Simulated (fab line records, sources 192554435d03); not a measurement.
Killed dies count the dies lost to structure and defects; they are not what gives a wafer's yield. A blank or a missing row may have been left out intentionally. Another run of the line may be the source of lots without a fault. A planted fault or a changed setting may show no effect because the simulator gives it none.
fab line records	flow n5-finfet
record: lots: 4	wafers: 12	last-day: 18
route steps=1938 shown BEOL_M3@936 BEOL_M4@1111 PASSIVATION@1936
lots untouched by any fault: they come from a run of this same line in which no faults occurred
start-h: hours from the record's opening day to when the first of the lot's shown wafers began	wait-h: how many hours have passed since the lot's step before this one	" same as the row above	L1.1+2: a row that stands for several wafers	- no value, or no start given	* or withheld: withheld	< > ~ a bound
route shown NAME@n: a module of which the file shows steps, and the number in the route of the first	usual: mean/standard deviation of fault-free wafers	same: alike in all rows	chamber/n: place in a boat	sites: the reading at each site	_std_site: how widely they spread, as a standard deviation	_edge_site: outer sites' mean less inner sites'	radius-mm: how far each site lies from the wafer's centre	mask NAME#n: copy n	behind: the tool/chamber that last shaped the wafer	hold: why the lot was held/for how many hours/how that ended	device: which transistor (n, p or np) failed to switch	end of line: the route-end tests of the same wafers	a step with no rows: only its recipe	killed: at the first sort, the dies lost to defects and structure; wafer yield is something else	map: shows each die of a wafer: x if killed, . if not, _ if none is there
set.NAME: the setting as run; set.NAME@STEP: as run at that earlier step	model.NAME: the simulator's own value behind a step, which no gauge read
certain route steps with their lots: each step a table, each wafer a row
services: from which hour (start-h, from the record's first day; less than 0 if before it) a tool's chamber was out of use, for how many hours, and why
== steps ==
step: N5_BEOL_M3_COAT_62
recipe: resist: SiARC	temp-c: 220	time-s: 60	spin-rpm: 1500	resist-thk-nm: 12
step: N5_BEOL_M3_COAT_73
recipe: resist: underlayer	temp-c: 205	time-s: 60	spin-rpm: 1500	resist-thk-nm: 5
step: N5_BEOL_M3_COAT_05
recipe: resist: CAR-EUV	spin-rpm: 1500	resist-thk-nm: 30
step: N5_BEOL_M3_EBR_07
recipe: solvent: PGMEA	ebr-width-mm: 1.5
step: N5_BEOL_M3_SOFTBAKE_06
recipe: temp-c: 110	time-s: 60	resist: CAR-EUV
step: N5_BEOL_M3_EXPOSE_08
recipe: mask-id: M3	na: 0.33	source-shape: dipole	sigma-inner: 0.369	sigma-outer: 0.767	polarization: unpolarized	dose-mj: 33
step: N5_BEOL_M3_PEB_09
recipe: peb-temp-c: 100	peb-time-s: 60	resist: CAR-EUV
step: N5_BEOL_M3_DEVELOP_10
recipe: develop-time-s: 30	developer: TMAH	resist: CAR-EUV	rinse-liquid: surfactant-rinse	dry: air-spin	dev-temp-c: 23
step: N5_BEOL_M3_DESCUM_16
recipe: chemistry: O2	time-s: 7	source-power-w: 50	bias-power-w: 20	pressure-mtorr: 20	rf-frequency-hz: 2.712e+07	temp-c: 40	resist: CAR-EUV	o2-flow-sccm: 225
step: N5_BEOL_M3_ETCH_74
recipe: chemistry: N2/H2	target: underlayer	target-depth-a: 65	mask-material: CAR-EUV	time-s: 5.2	ion-energy-ev: 200	pressure-mtorr: 30	source-w: 840	bias-w: 150	n2-flow-sccm: 200	h2-flow-sccm: 200	ends: cleared
usual: drypump-motor-current-A: 5.8/0.49	etch-rf-on-time-s: 5.25/0.2	n2-flow-sccm: 200.0/0.51	oes-product-au: 0.69/0.066	rf-vpp-V: 523.8/2.4	showerhead-plenum-p-Torr: 2.53/0.077	throttle-valve-pct: 17.72/0.27
lot.wafer	tool	chamber	start-h	wait-h	drypump-motor-current-A	etch-rf-on-time-s	n2-flow-sccm	oes-product-au	rf-hours-counter-h	rf-vpp-V	showerhead-plenum-p-Torr	throttle-valve-pct
L192.2	rie-diel-03	0	186.11	0.0	6.1	4.97	199.6	0.73	61	524.0	2.58	18.05
L192.4	"	2	"	"	5.8	5.39	199.5	0.65	110	523.1	2.57	17.64
L192.6	"	1	"	"	6.6	5.21	200.0	0.65	-	524.4	2.52	17.78
L199.1	rie-diel-03	2	228.56	0.0	5.8	5.37	199.5	0.65	124	523.8	2.56	17.70
L199.3	"	0	"	"	6.1	5.00	199.8	0.71	76	524.1	2.57	18.07
L199.4	"	3	"	"	6.5	5.23	199.6	0.73	46	528.4	2.69	17.65
L208.1	rie-diel-03	3	287.24	0.0	6.5	5.32	200.4	0.71	63	527.9	2.68	17.71
L208.2	"	0	"	"	6.1	5.15	200.3	0.67	94	523.0	2.57	18.07
L208.3	"	1	"	"	6.6	5.34	200.0	0.62	191	523.1	2.51	17.84
L209.1	rie-diel-03	3	287.51	0.0	6.5	5.20	200.2	0.72	63	527.3	2.68	17.68
L209.4	"	1	"	"	6.6	5.30	200.7	0.62	191	522.7	2.51	17.83
L209.5	"	0	"	"	6.0	5.08	200.1	0.68	-	526.4	2.57	18.12
step: N5_BEOL_M3_ETCH_63
recipe: chemistry: CF4	target: SiARC	target-depth-a: 156	mask-material: CAR-EUV	time-s: 26	ion-energy-ev: 80	pressure-mtorr: 40	source-w: 545	bias-w: 36	Ar_flow_sccm: 100	cf4-flow-sccm: 100	ends: cleared
step: N5_BEOL_M3_ETCH_64
recipe: chemistry: N2/H2	target: SOC	target-depth-a: 750	overetch-a: 150	mask-material: SiARC	temp-c: 40	time-s: 112.5	ion-energy-ev: 200	pressure-mtorr: 30	source-w: 840	bias-w: 150	n2-flow-sccm: 200	h2-flow-sccm: 200
step: N5_BEOL_M3_STRIP_65
recipe: chemistry: N2/H2	temp-c: 40	n2-flow-sccm: 200	h2-flow-sccm: 200	rf-frequency-hz: 6e+07
step: N5_BEOL_M3_STRIP_75
recipe: chemistry: N2/H2	temp-c: 40	n2-flow-sccm: 200	h2-flow-sccm: 200	rf-frequency-hz: 6e+07
step: N5_BEOL_M3_STRIP_66
recipe: chemistry: CF4	resist: SiARC	power-w: 300	bias-power-w: 75	pressure-mtorr: 50	cf4-flow-sccm: 150	rf-frequency-hz: 6e+07
step: N5_BEOL_M3_HM_OPEN_17
recipe: chemistry: Cl2/BCl3	target-depth-a: 200	overetch-a: 60	target: TiN	mask-material: SOC	ion-energy-ev: 150	pressure-mtorr: 10	icp-w: 1000	bias-w: 126	Cl2_flow_sccm: 53.25	bcl3-flow-sccm: 21.75	Ar_flow_sccm: 25
step: N5_BEOL_M3_STRIP_19
recipe: chemistry: O2	power-w: 400	temp-c: 40	pressure-mtorr: 30	rf-frequency-hz: 6e+07	bias-power-w: 0	overash-fraction: 0.2	o2-flow-sccm: 225
step: N5_BEOL_M3_COAT_67
recipe: resist: SOC	temp-c: 250	time-s: 60	spin-rpm: 1500	resist-thk-nm: 60
step: N5_BEOL_M3_COAT_68
recipe: resist: SiARC	temp-c: 220	time-s: 60	spin-rpm: 1500	resist-thk-nm: 12
step: N5_BEOL_M3_COAT_76
recipe: resist: underlayer	temp-c: 205	time-s: 60	spin-rpm: 1500	resist-thk-nm: 5
step: N5_BEOL_M3_COAT_22
recipe: resist: CAR-EUV	spin-rpm: 1500	resist-thk-nm: 30
step: N5_BEOL_M3_EBR_24
recipe: solvent: PGMEA	ebr-width-mm: 1.5
step: N5_BEOL_M3_SOFTBAKE_23
recipe: temp-c: 110	time-s: 60	resist: CAR-EUV
step: N5_BEOL_M3_EXPOSE_25
recipe: mask-id: V2	na: 0.33	source-shape: quasar	sigma-inner: 0.2	sigma-outer: 0.8	polarization: unpolarized	defocus-nm: 5	dose-mj: 63
step: N5_BEOL_M3_PEB_26
recipe: peb-temp-c: 100	peb-time-s: 60	resist: CAR-EUV
step: N5_BEOL_M3_DEVELOP_27
recipe: develop-time-s: 30	developer: TMAH	resist: CAR-EUV	rinse-liquid: surfactant-rinse	dry: air-spin	dev-temp-c: 23
step: N5_BEOL_M3_INSPECT_30
recipe: mode: adi	inspect-instrument: brightfield
usual: raw-defect-count: 415/95
lot.wafer	tool	chamber	start-h	wait-h	raw-defect-count
L192.2	defect-inspect-01	-	187.22	0.0	308
L192.4	"	-	"	"	271
L192.6	"	-	"	"	439
L199.1	defect-inspect-01	-	229.52	0.1	386
L199.3	"	-	"	"	479
L199.4	"	-	"	"	515
L208.1	defect-inspect-02	-	288.18	0.1	1815
L208.2	"	-	"	"	1638
L208.3	"	-	"	"	1583
L209.1	defect-inspect-02	-	288.52	0.1	1853
L209.4	"	-	"	"	1544
L209.5	"	-	"	"	1523
step: N5_BEOL_M3_DESCUM_33
recipe: chemistry: O2	time-s: 7	source-power-w: 50	bias-power-w: 20	pressure-mtorr: 20	rf-frequency-hz: 2.712e+07	temp-c: 40	resist: CAR-EUV	o2-flow-sccm: 225
step: N5_BEOL_M4_RC_MEAS_101
usual: DIBL_N: 37.2/2.5	DIBL_P: 38/3	IOFF_N: 0.17/0.044	IOFF_P: 0.24/0.059	ION_N: 667/13	ION_P: 461/7.9	SS_N: 71.8/0.86	SS_P: 73.6/0.92	VT_N: 250/4.1	VT_P: -249/3.9
lot.wafer	tool	chamber	start-h	wait-h	DIBL_N[mV/V]	DIBL_P[mV/V]	IOFF_N[nA/um]	IOFF_P[nA/um]	ION_N[uA/um]	ION_P[uA/um]	SS_N[mV/dec]	SS_P[mV/dec]	VT_N[mV]	VT_P[mV]
L192.2	prober-01	0	214.21	0.2	34.1	34	0.13	0.17	658	457	71.3	73.3	252	-255
L192.4	"	0	"	"	36.1	36	0.15	0.20	661	457	70.9	73.4	251	-252
L192.6	"	0	"	"	29.5	28	0.07	0.11	630	446	69.6	71.6	263	-259
L199.1	prober-02	0	253.75	0.0	36.5	40	0.20	0.27	678	471	71.9	73.7	244	-247
L199.3	"	0	"	"	35.4	37	0.17	0.23	664	455	72.4	73.5	246	-247
L199.4	"	0	"	"	36.2	38	0.17	0.23	670	457	72.3	73.4	249	-246
L209.1	prober-02	0	314.09	0.0	31.5	33	0.09	0.15	642	449	70.5	72.2	260	-256
L209.4	"	0	"	"	34.6	34	0.13	0.17	657	447	70.6	72.6	256	-253
L209.5	"	0	"	"	35.4	35	0.14	0.18	660	454	71.4	72.5	252	-253
L208.1	prober-01	0	315.40	0.0	38.3	37	0.15	0.25	665	463	72.4	73.5	252	-247
L208.2	"	0	"	"	37.9	36	0.14	0.22	650	454	71.4	74.0	254	-248
L208.3	"	0	"	"	40.6	40	0.21	0.32	679	469	73.0	74.8	249	-246
step: N5_PASSIVATION_PROBE_49
usual: defect-limited-yield: 91.5/1.4	killed_at_M0_to_M3: 32/11	killed_at_M4_up: 12/4.4	killed-at-contacts: 13/6.1	killed-at-front-end: 39/12	killed-at-other: 3.9/3	killed-dies: 100/17	killed-on-rim: 13/3.9	killed-open: 66/12	killed-short: 33/7.4	sort_bin_4_leakage: 0.03/0.14	sort_bin_5_function: 5.0/0.95	sort_bin_6_memory: 3.2/0.66	sort_bin_8_speed: 0.0/0.33	sort-n-pass: 1079/17	sort-yield-pct: 91.4/1.5
same: gross-dies: 1180	killed-at-back-side: 0
lot.wafer	tool	chamber	start-h	wait-h	defect-limited-yield[%]	killed_at_M0_to_M3	killed_at_M4_up	killed-at-contacts	killed-at-front-end	killed-at-other	killed-dies	killed-on-rim	killed-open	killed-short	sort_bin_4_leakage[%]	sort_bin_5_function[%]	sort_bin_6_memory[%]	sort_bin_8_speed[%]	sort-n-pass	sort-yield-pct[%]
L209.1	prober-02	-	422.25	0.0	84.2	115	9	9	48	6	187	23	60	31	0	8.9	3.9	0	993	84.2
L209.4	prober-02	-	422.40	0.2	85.8	96	11	10	44	7	168	34	69	28	0	7.5	4.2	0	1012	85.8
L209.5	prober-02	-	422.45	0.2	80.9	168	8	6	39	4	225	21	63	20	0	12.4	3.6	0	955	80.9
L208.1	prober-01	-	432.47	0.0	84.4	120	12	17	31	4	184	28	57	36	0	9.4	3.6	0	996	84.4
L208.2	prober-01	-	432.52	0.1	77.8	165	9	18	64	6	262	34	78	42	0	13.4	4.7	0	918	77.8
L208.3	prober-01	-	432.57	0.1	87.3	100	16	7	26	1	150	29	46	26	0.17	6.9	3.5	0	1028	87.1
killed by level:class
L209.1 BEOL_M3:unspecified=95 GATE_CUT:geometric-particle:open=11 FIN_SAQP:geometric-particle:short=9 GATE_CUT:geometric-particle:short=8 MOL_CONTACT_COAG:geometric-particle:open=6 FIN_SAQP:geometric-particle:open=5 DUMMY_GATE:geometric-particle:open=5 BEOL_M1:geometric-particle:open=5
L209.4 BEOL_M3:unspecified=71 MOL_CONTACT_COAG:geometric-particle:open=10 DUMMY_GATE:geometric-particle:open=9 BEOL_M1:geometric-particle:open=9 STI_FIN_REVEAL:geometric-particle:open=7 GATE_CUT:geometric-particle:open=6 GATE_CUT:geometric-particle:short=6 BEOL_M6:geometric-particle:open=5
L209.5 BEOL_M3:unspecified=141 FIN_SAQP:geometric-particle:open=10 BEOL_M1:geometric-particle:open=7 MOL_CONTACT_COAG:geometric-particle:open=6 BEOL_M3:geometric-particle:open=6 GATE_CUT:geometric-particle:short=5 BEOL_M0_SAQP:geometric-particle:short=5 DUMMY_GATE:geometric-particle:open=4
L208.1 BEOL_M3:unspecified=90 MOL_CONTACT_COAG:geometric-particle:open=13 FIN_SAQP:geometric-particle:open=9 BEOL_M0_SAQP:geometric-particle:short=8 BEOL_M3:geometric-particle:open=6 BEOL_M4:geometric-particle:open=5 GATE_CUT:geometric-particle:short=4 MOL_CONTACT_COAG:geometric-particle:short=4
L208.2 BEOL_M3:unspecified=142 FIN_SAQP:geometric-particle:short=18 MOL_CONTACT_COAG:geometric-particle:open=16 FIN_SAQP:geometric-particle:open=13 DUMMY_GATE:geometric-particle:open=7 STI_FIN_REVEAL:geometric-particle:open=6 BEOL_M3:geometric-particle:open=6 DUMMY_GATE:geometric-particle:short=5
L208.3 BEOL_M3:unspecified=76 BEOL_M0_SAQP:geometric-particle:short=7 STI_FIN_REVEAL:geometric-particle:open=5 MOL_CONTACT_COAG:geometric-particle:open=5 BEOL_M4:geometric-particle:open=5 BEOL_M2:geometric-particle:open=5 BEOL_M0_SAQP:geometric-particle:open=4 FIN_SAQP:geometric-particle:open=3
map L208.2 (x killed, . not)
_________________...x........________________
______________x.x...........xxxx_____________
___________.........x.......xxx.xxx__________
__________....x...........xxxxxxxxxx_________
________..................xxxxxxxxxxxx_______
_______x.......x....x...xxxxxxxxxxxxxxx______
______.......x....x.......xxxxxxxxxxxxx._____
_____....x...x..x......xxxxxxxxxxxxxxxx..____
____.xx...............xx..xxxxxxxxxxxxxx.x___
___.............x........xxxxxxxxxxxxxxx...__
___.......x...............xxxxxxxxxxxxx...x__
__..x............x...xx...xxxxxxxxxxx.xx...._
__................x.x...x.xx.xxxxxxxx......._
_.....x.......x.x......x....x.xx.x....x....x.
_xx....x...........x..x...x.....x........x...
_....x.x..............x......x...............
_x...............x.x.........................
_..x....x........xx.........x......x.........
_....xx......x..................x...........x
_....................x.......................
_...........x.....x..........x..........x.x..
__..............x......x..x....xx.......x..._
__....x..............................x.x..x._
___........x..........x....................__
___.......................x...x...........x__
____..x.....x....x..xx.......xx...........___
_____.xx..........x............x...x.x...____
______..x....x..x......................._____
_______..............x...x...xx..x.x.x.______
________...xx.......x............x..xx_______
__________...x......x.......x...x..._________
___________.................x......__________
______________...............x.._____________
_________________..x.........________________
map L209.5 (x killed, . not)
_________________............________________
______________.........x.xxx.xx._____________
___________.............xx.xxxx.x.x__________
__________.....x........x..xxxxxxxxx_________
________...x.....x.x....x.xxxxxxxxxxxx_______
_______...............x..x.xxxxxxxxxxxx______
______..............x.x.xxxxxxxxxxxxxxx._____
_____..................xxxxxxxxxxxxxxxxx.____
____.........x...........xxxxxxxxxxxxxxx..___
___.................x....xxxxxxxxxxxxxx....__
___........x..........x..xxxxxxxxxxxxx.x.x.__
__x.x.x....x.............x..xxxxxxxx.x...x.x_
__.x.............xx.......x..xxxxxx....x..x._
_...................x......xxx.x.x.x..x......
_...x...................x.............x......
_...............x.........xx......x..........
_...x....................x................x..
_....x......x...............x.............x..
_...............x.............x............x.
_....x...................xx..................
_.x.........................................x
__......x..x....................x.........x._
__.................x........x..............._
___x........x.....................x........__
___x........x.x....................x.......__
____...........x.x........x....x..........___
_____....x......x........................____
______..x.x...........x........x.x......_____
_______........x......................x______
________.........x..............x....._______
__________x........................._________
___________..............x.........__________
______________.................._____________
_________________............________________
== services ==
tool	chamber	start-h	hours	kind
rie-diel-03	3	256.81	3.9	repair
== key ==
first-sign: step: N5_BEOL_M3_INSPECT_30	reading: raw-defect-count	direction: up	sigmas: 13	usual: 415	struck: 1659
effect: step: N5_PASSIVATION_PROBE_49	reading: killed_at_M0_to_M3	direction: up	sigmas: 9.1	usual: 32	struck: 127
more-kills-born-at: N5_BEOL_M3_ETCH_74@rie-diel-03: 615
met-at N5_BEOL_M3_ETCH_74
struck-wafers L208.1,L208.2,L208.3,L209.1,L209.4,L209.5
onset-between 228.56 287.24
also-fits time
fault: kind: chamber-particle-source	tool: rie-diel-03	chamber: -	onset-h: 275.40	steps: N5_BEOL_M3_ETCH_74	rate-per-visit-cm2: 1.8735	end-h: 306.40
